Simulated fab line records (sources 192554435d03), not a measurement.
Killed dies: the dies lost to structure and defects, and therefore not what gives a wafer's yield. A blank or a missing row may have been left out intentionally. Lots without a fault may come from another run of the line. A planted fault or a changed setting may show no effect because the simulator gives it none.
fab line records	flow n5_finfet
[record] lots = 11	wafers = 30	last_day = 18
route steps=1938 shown BEOL_M4@1080 PASSIVATION@1936
lots that met no fault: taken from a fault-free run of the same line
start_h: hours from the record's opening day to when the first of the lot's shown wafers began	wait_h: hours since the lot's step before	" as in the row above	L1.1+2: one row covering several wafers at once	- no value, or no start was given	* or withheld: withheld	< > ~ a bound
route shown NAME@n: names a module that has steps shown in the file, with the first one's number in the route	usual: average and standard deviation across the fault-free wafers	same: alike in all rows	chamber/n: place in a boat	sites: the reading at each site	_std_site: standard deviation across them	_edge_site: the outer-site mean with the inner-site mean subtracted	radius_mm: for every site, how far away it sits from the centre of the wafer	mask NAME#n: copy n	behind: the most recent tool/chamber to have shaped the wafer	hold: why the lot was held/for how many hours/how that ended	device: the transistor (n, p or np) that didn't switch	end of line: tests of these same wafers at the route's end	a step without rows: its recipe alone	killed: count of dies lost to structure and defects at first sort (not the wafer's yield)	map: per-die view of a wafer (x killed, . not killed, _ where there is no die)
set.NAME: the setting as run; set.NAME@STEP: as run at that earlier step	model.NAME: the simulator's own value behind a step, which no gauge read
steps of the route over a sample of lots; a table a step, a row a wafer
services: from which hour (start_h, from the record's first day; less than 0 if before it) a tool's chamber was out of use, for how many hours, and why
[[steps]]
[step N5_BEOL_M4_PRE_CLEAN_45]
[recipe] gas = H2/He	time_s = 30	temp_c = 250
[usual] heater_power_w = 330/36
lot.wafer	tool	chamber	start_h	wait_h	heater_power_w
L707.3	pvd_sputter-01	-	196.08	0.0	393
L707.4	"	-	"	"	313
L707.5	"	-	"	"	382
L708.3	pvd_sputter-02	-	199.47	0.0	324
L708.4	"	-	"	"	310
L708.6	"	-	"	"	301
L712.1	pvd_sputter-02	-	203.18	0.0	333
L712.3	"	-	"	"	328
L710.1	pvd_sputter-03	-	203.29	0.0	366
L710.3	"	-	"	"	338
L710.6	"	-	"	"	321
L715.1	pvd_sputter-01	-	212.50	0.0	261
L715.4	"	-	"	"	310
L715.5	"	-	"	"	313
L716.3	pvd_sputter-03	-	244.53	0.0	331
L716.5	"	-	"	"	316
L716.6	"	-	"	"	365
L725.2	pvd_sputter-02	-	292.77	0.0	323
L725.4	"	-	"	"	332
L725.6	"	-	"	"	308
L726.2	pvd_sputter-02	-	296.25	0.0	329
L726.6	"	-	"	"	332
L727.2	pvd_sputter-01	-	301.31	0.0	316
L727.4	"	-	"	"	389
L730.2	pvd_sputter-01	-	318.23	0.0	309
L730.3	"	-	"	"	265
L730.6	"	-	"	"	390
L729.1	pvd_sputter-01	-	318.31	0.0	266
L729.3	"	-	"	"	312
L729.5	"	-	"	"	311
[step N5_BEOL_M4_SPUTTER_79]
[recipe] material = Cu	target_thk_a = 45	temp_c = -20	chamber_pressure_pa = 0.07	power_w = withheld	time_s = 8.29
[usual] chamber_pressure_pa = 0.07001/0.00014	chuck_gas_flow_sccm = 1.26/0.046	throttle_valve_pct = 30.1/1.3
lot.wafer	tool	chamber	start_h	wait_h	chamber_pressure_pa	chuck_gas_flow_sccm	throttle_valve_pct
L707.3	pvd_sputter-02	-	196.81	0.1	0.07012	1.25	29.6
L707.4	"	-	"	"	0.06986	1.33	30.6
L707.5	"	-	"	"	0.07003	1.28	29.6
L708.3	pvd_sputter-01	-	200.29	0.1	0.06992	1.25	30.7
L708.4	"	-	"	"	0.06994	1.23	31.0
L708.6	"	-	"	"	0.06995	1.28	28.9
L712.1	pvd_sputter-03	-	204.04	0.1	0.0699	1.28	33.7
L712.3	"	-	"	"	0.07014	1.26	27.0
L710.1	pvd_sputter-01	-	204.55	0.1	0.07008	1.23	29.6
L710.3	"	-	"	"	0.07007	1.25	30.6
L710.6	"	-	"	"	0.06984	1.31	28.9
L715.1	pvd_sputter-01	-	214.75	0.1	-	-	-
L715.4	"	-	"	"	-	-	-
L715.5	"	-	"	"	-	-	-
L716.3	pvd_sputter-02	-	245.36	0.1	-	-	-
L716.5	"	-	"	"	-	-	-
L716.6	"	-	"	"	-	-	-
L725.2	pvd_sputter-02	-	293.77	0.1	0.07004	1.29	29.2
L725.4	"	-	"	"	0.06993	1.28	30.8
L725.6	"	-	"	"	0.07003	1.27	30.5
L726.2	pvd_sputter-02	-	297.23	0.1	0.06988	1.19	30.5
L726.6	"	-	"	"	0.07019	1.18	29.9
L727.2	pvd_sputter-01	-	302.24	0.1	0.07023	1.24	30.9
L727.4	"	-	"	"	0.07016	1.26	28.7
L730.2	pvd_sputter-02	-	319.15	0.1	0.07003	1.28	30.8
L730.3	"	-	"	"	0.06999	1.21	29.4
L730.6	"	-	"	"	0.07011	1.29	29.9
L729.1	pvd_sputter-01	-	319.37	0.1	0.07017	1.28	31.0
L729.3	"	-	"	"	0.06991	1.31	29.0
L729.5	"	-	"	"	0.06998	1.23	31.1
[step N5_BEOL_M4_SPUTTER_81]
[recipe] material = Cu	target_thk_a = 45	temp_c = -20	chamber_pressure_pa = 0.07	power_w = withheld	time_s = 8.29
[usual] chamber_pressure_pa = 0.07001/0.00013	chuck_gas_flow_sccm = 1.26/0.057	throttle_valve_pct = 30.1/1.3
lot.wafer	tool	chamber	start_h	wait_h	chamber_pressure_pa	chuck_gas_flow_sccm	throttle_valve_pct
L707.3	pvd_sputter-02	-	197.03	0.1	0.06987	1.23	29.8
L707.4	"	-	"	"	0.06997	1.21	30.7
L707.5	"	-	"	"	0.07014	1.34	29.2
L708.3	pvd_sputter-01	-	200.51	0.1	0.06999	1.20	30.4
L708.4	"	-	"	"	0.0697	1.31	31.3
L708.6	"	-	"	"	0.06992	1.34	28.8
L712.1	pvd_sputter-03	-	204.26	0.1	0.07005	1.31	33.5
L712.3	"	-	"	"	0.07006	1.32	27.5
L710.1	pvd_sputter-01	-	204.77	0.1	0.07012	1.25	29.5
L710.3	"	-	"	"	0.07014	1.37	30.8
L710.6	"	-	"	"	0.07011	1.23	28.5
L715.1	pvd_sputter-01	-	214.97	0.1	0.07013	1.24	30.5
L715.4	"	-	"	"	0.06993	1.37	29.0
L715.5	"	-	"	"	0.06974	1.23	31.1
L716.3	pvd_sputter-02	-	245.58	0.1	0.07008	1.31	31.1
L716.5	"	-	"	"	0.07002	1.25	30.9
L716.6	"	-	"	"	0.06999	1.33	30.7
L725.2	pvd_sputter-02	-	293.99	0.1	0.06994	1.23	29.5
L725.4	"	-	"	"	0.06992	1.27	30.8
L725.6	"	-	"	"	0.0698	1.30	30.7
L726.2	pvd_sputter-02	-	297.45	0.1	0.06995	1.32	30.5
L726.6	"	-	"	"	0.06989	1.22	30.1
L727.2	pvd_sputter-01	-	302.46	0.1	0.06993	1.29	30.6
L727.4	"	-	"	"	0.06998	1.20	28.9
L730.2	pvd_sputter-02	-	319.37	0.1	0.07017	1.27	30.9
L730.3	"	-	"	"	0.07007	1.18	29.6
L730.6	"	-	"	"	0.07005	1.24	29.6
L729.1	pvd_sputter-01	-	319.59	0.1	0.06984	1.24	30.9
L729.3	"	-	"	"	0.06995	1.26	29.1
L729.5	"	-	"	"	0.0699	1.27	30.8
[step N5_BEOL_M4_ANNEAL_89]
[recipe] temp_c = 400	time_s = 240	ambient = vacuum
[usual] heater_power_w = 829/88
lot.wafer	tool	chamber	start_h	wait_h	heater_power_w
L707.3	pvd_sputter-02	-	197.55	0.0	849
L707.4	"	-	"	"	810
L707.5	"	-	"	"	838
L708.3	pvd_sputter-01	-	201.03	0.0	657
L708.4	"	-	"	"	977
L708.6	"	-	"	"	782
L712.1	pvd_sputter-03	-	204.78	0.0	923
L712.3	"	-	"	"	833
L710.1	pvd_sputter-01	-	205.29	0.0	787
L710.3	"	-	"	"	679
L710.6	"	-	"	"	774
L715.1	pvd_sputter-01	-	215.49	0.0	665
L715.4	"	-	"	"	800
L715.5	"	-	"	"	966
L716.3	pvd_sputter-02	-	246.10	0.0	769
L716.5	"	-	"	"	779
L716.6	"	-	"	"	815
L725.2	pvd_sputter-02	-	294.51	0.0	826
L725.4	"	-	"	"	821
L725.6	"	-	"	"	798
L726.2	pvd_sputter-02	-	297.97	0.0	826
L726.6	"	-	"	"	853
L727.2	pvd_sputter-01	-	302.98	0.0	659
L727.4	"	-	"	"	780
L730.2	pvd_sputter-02	-	319.89	0.0	767
L730.3	"	-	"	"	825
L730.6	"	-	"	"	843
L729.1	pvd_sputter-01	-	320.11	0.0	966
L729.3	"	-	"	"	780
L729.5	"	-	"	"	960
[step N5_BEOL_M4_RC_MEAS_101]
[usual] DIBL_N = 35.6/1.7	DIBL_P = 35.0/2	IOFF_N = 0.148/0.027	IOFF_P = 0.19/0.032	ION_N = 671/14	ION_P = 460/9.1	SS_N = 71.3/0.62	SS_P = 73.0/0.64	VT_N = 251/3.2	VT_P = -251.5/2.9
lot.wafer	tool	chamber	start_h	wait_h	DIBL_N[mV/V]	DIBL_P[mV/V]	IOFF_N[nA/um]	IOFF_P[nA/um]	ION_N[uA/um]	ION_P[uA/um]	SS_N[mV/dec]	SS_P[mV/dec]	VT_N[mV]	VT_P[mV]
L707.3	prober-02	0	200.09	0.3	36.1	37.1	0.174	0.20	701	470	71.1	73.9	248	-252.5
L707.4	"	0	"	"	35.4	37.2	0.150	0.19	673	460	70.9	73.9	252	-249.9
L707.5	"	0	"	"	35.2	35.8	0.148	0.17	678	464	71.2	73.1	251	-251.1
L708.3	prober-02	0	204.58	0.3	34.3	32.1	0.130	0.17	663	456	71.3	73.1	250	-252.0
L708.4	"	0	"	"	35.7	34.3	0.156	0.20	696	474	71.2	72.7	248	-251.6
L708.6	"	0	"	"	33.8	31.4	0.123	0.16	671	462	71.0	72.7	254	-250.1
L712.1	prober-02	0	206.69	0.0	35.8	35.7	0.130	0.19	668	468	71.9	73.4	254	-254.1
L712.3	"	0	"	"	36.6	36.2	0.139	0.19	668	458	72.6	73.5	254	-254.3
L710.1	prober-01	0	207.20	0.0	38.2	38.9	0.168	0.20	692	473	72.1	73.6	250	-252.7
L710.3	"	0	"	"	38.3	39.4	0.180	0.22	685	466	71.9	73.4	248	-253.7
L710.6	"	0	"	"	37.6	38.2	0.164	0.20	687	465	71.9	73.0	249	-252.6
L715.1	prober-02	0	217.39	0.0	35.7	34.8	0.150	0.21	679	469	71.5	72.9	251	-249.0
L715.4	"	0	"	"	35.9	36.2	0.157	0.23	663	458	71.7	73.0	250	-249.4
L715.5	"	0	"	"	35.4	35.7	0.155	0.22	680	465	71.7	72.7	249	-250.6
L716.3	prober-01	0	248.31	0.3	33.8	34.1	0.140	0.22	674	467	71.2	73.1	250	-246.6
L716.5	"	0	"	"	34.2	34.7	0.161	0.23	690	472	71.3	73.4	245	-246.9
L716.6	"	0	"	"	37.2	38.8	0.214	0.31	680	473	72.0	74.6	245	-244.7
L725.2	prober-01	0	296.66	0.2	34.2	33.0	0.118	0.15	657	449	70.2	72.0	253	-255.5
L725.4	"	0	"	"	36.4	35.6	0.160	0.19	690	466	71.7	72.1	248	-253.0
L725.6	"	0	"	"	36.4	35.6	0.148	0.18	669	454	70.8	72.8	253	-252.2
L726.2	prober-01	0	300.09	0.2	36.7	34.2	0.147	0.18	655	454	71.5	72.7	252	-250.2
L726.6	"	0	"	"	35.3	34.1	0.133	0.18	682	476	70.5	72.9	252	-251.4
L727.2	prober-02	0	305.38	0.2	35.5	34.2	0.119	0.18	662	458	70.5	72.3	253	-251.4
L727.4	"	0	"	"	40.2	40.5	0.222	0.30	692	475	72.3	73.4	247	-244.4
L730.2	prober-02	0	321.94	0.2	37.7	37.6	0.200	0.22	701	468	71.8	74.1	246	-253.1
L730.3	"	0	"	"	35.9	35.5	0.155	0.19	679	458	71.2	73.3	249	-251.3
L730.6	"	0	"	"	36.3	36.0	0.166	0.20	681	456	71.3	73.6	245	-250.3
L729.1	prober-01	0	322.01	0.0	37.0	37.4	0.156	0.22	677	472	71.3	73.3	250	-251.2
L729.3	"	0	"	"	36.2	35.8	0.144	0.18	680	464	71.2	72.3	251	-253.6
L729.5	"	0	"	"	34.6	33.7	0.120	0.16	668	462	69.9	72.6	254	-252.9
[step N5_PASSIVATION_PROBE_49]
[usual] defect_limited_yield = 91.2/1.6	killed_at_M0_to_M3 = 35/11	killed_at_M4_up = 14/5.4	killed_at_contacts = 13/6	killed_at_front_end = 38/11	killed_at_other = 3.4/2.6	killed_dies = 104/19	killed_open = 68/13	killed_short = 34/8.5	sort_bin_5_function = 5.1/1	sort_bin_6_memory = 3.3/0.72	sort_n_pass = 1075/22	sort_yield_pct = 91.1/1.9
[same] gross_dies = 1180	killed_at_back_side = 0	sort_bin_4_leakage[%] = 0	sort_bin_8_speed[%] = 0
lot.wafer	tool	chamber	start_h	wait_h	defect_limited_yield[%]	killed_at_M0_to_M3	killed_at_M4_up	killed_at_contacts	killed_at_front_end	killed_at_other	killed_dies	killed_open	killed_short	sort_bin_5_function[%]	sort_bin_6_memory[%]	sort_n_pass	sort_yield_pct[%]
L715.1	prober-01	-	331.49	0.0	90.7	34	16	18	41	1	110	67	30	5.7	2.7	1070	90.7
L715.4	prober-01	-	331.64	0.2	92.2	25	17	11	36	3	92	60	26	4.2	3.2	1088	92.2
L715.5	prober-01	-	331.69	0.2	90.9	39	11	17	36	4	107	63	41	5.8	2.8	1073	90.9
L710.1	prober-02	-	332.81	0.0	91.8	33	8	17	35	4	97	67	29	5.7	2.1	1083	91.8
L710.3	prober-02	-	332.91	0.1	91.2	40	9	16	36	3	104	65	35	5.0	2.9	1076	91.2
L710.6	prober-02	-	333.06	0.3	90.3	46	16	20	32	1	115	73	35	5.6	3.5	1065	90.3
L716.3	prober-02	-	362.69	0.1	93.1	19	12	5	37	8	81	47	30	4.2	2.3	1099	93.1
L716.5	prober-02	-	362.79	0.2	92.4	40	24	4	17	5	90	46	33	3.8	3.4	1090	92.4
L716.6	prober-02	-	362.84	0.3	91.9	52	13	4	24	2	95	52	34	4.7	2.7	1085	91.9
// killed by level:class
L715.1 MOL_CONTACT_COAG:geometric_particle:open=15 BEOL_M2:geometric_particle:open=9 FIN_SAQP:geometric_particle:open=7 FIN_SAQP:geometric_particle:short=7 BEOL_M3:geometric_particle:open=7 BEOL_M1:geometric_particle:open=6 STI_FIN_REVEAL:geometric_particle:open=5 HKMG_FIN:area_etch=5
L715.4 FIN_SAQP:geometric_particle:open=11 MOL_CONTACT_COAG:geometric_particle:open=10 BEOL_M3:geometric_particle:open=7 BEOL_M2:geometric_particle:open=6 FIN_SAQP:geometric_particle:short=4 BEOL_M1:geometric_particle:open=4 BEOL_M3:geometric_particle:short=4 BEOL_M4:interface_void_opened=4
L715.5 MOL_CONTACT_COAG:geometric_particle:open=15 BEOL_M2:geometric_particle:open=9 BEOL_M3:geometric_particle:short=8 BEOL_M3:geometric_particle:open=7 FIN_SAQP:geometric_particle:open=5 GATE_CUT:geometric_particle:short=5 BEOL_M2:geometric_particle:short=5 FIN_SAQP:geometric_particle:short=4
L710.1 BEOL_M0_SAQP:geometric_particle:open=13 MOL_CONTACT_COAG:geometric_particle:open=9 DUMMY_GATE:geometric_particle:open=8 MOL_CONTACT_COAG:geometric_particle:short=8 FIN_SAQP:geometric_particle:open=6 STARTING-WAFER:geometric_particle:open=6 BEOL_M1:geometric_particle:open=6 BEOL_M0_SAQP:geometric_particle:short=5
L710.3 STI_FIN_REVEAL:geometric_particle:open=11 MOL_CONTACT_COAG:geometric_particle:open=10 BEOL_M1:geometric_particle:open=10 BEOL_M2:geometric_particle:open=9 BEOL_M1:geometric_particle:short=7 MOL_CONTACT_COAG:geometric_particle:short=6 FIN_SAQP:geometric_particle:short=5 GATE_CUT:geometric_particle:short=5
L710.6 MOL_CONTACT_COAG:geometric_particle:open=16 BEOL_M0_SAQP:geometric_particle:short=11 BEOL_M2:geometric_particle:open=11 BEOL_M1:geometric_particle:open=8 BEOL_M4:geometric_particle:open=8 FIN_SAQP:geometric_particle:short=5 STI_FIN_REVEAL:geometric_particle:open=5 BEOL_M3:geometric_particle:open=5
L716.3 FIN_SAQP:geometric_particle:open=11 BEOL_M0_SAQP:geometric_particle:short=7 FIN_SAQP:geometric_particle:short=5 MOL_CONTACT_COAG:geometric_particle:open=5 PASS1_CAP:geometric_particle:open=5 BEOL_M4:interface_void_opened=4 BEOL_M2:geometric_particle:open=4 STARTING-WAFER:geometric_particle:short=4
L716.5 BEOL_M4:interface_void_opened=10 BEOL_M2:geometric_particle:open=9 BEOL_M4:geometric_particle:open=9 BEOL_M3:geometric_particle:open=7 FIN_SAQP:geometric_particle:short=6 BEOL_M0_SAQP:geometric_particle:open=6 BEOL_M0_SAQP:geometric_particle:short=5 BEOL_M2:geometric_particle:short=4
L716.6 BEOL_M3:geometric_particle:open=13 BEOL_M0_SAQP:geometric_particle:short=12 BEOL_M0_SAQP:geometric_particle:open=11 BEOL_M4:interface_void_opened=7 FIN_SAQP:geometric_particle:open=5 BEOL_M0:geometric_particle:open=5 FIN_SAQP:geometric_particle:short=4 MOL_CONTACT_COAG:geometric_particle:open=3
[[services]]
tool	chamber	start_h	hours	kind
pvd_sputter-02	-	207.13	4.6	repair
pvd_sputter-03	-	239.40	1.2	repair
[[key]]
[first_sign] step = N5_BEOL_M4_SPUTTER_79	reading = tool_record	direction = missing
effect none on later readings
met_at N5_BEOL_M4_SPUTTER_79
struck_lots L715,L716
not_acting_at N5_BEOL_M4_PRE_CLEAN_45,N5_BEOL_M4_SPUTTER_81,N5_BEOL_M4_ANNEAL_89
onset_between 204.55 214.75
[fault] kind = skipped_step_whole	tool = pvd_sputter-01,pvd_sputter-02	chamber = -	onset_h = 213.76	steps = N5_BEOL_M4_SPUTTER_79	scope = struck_lots_only
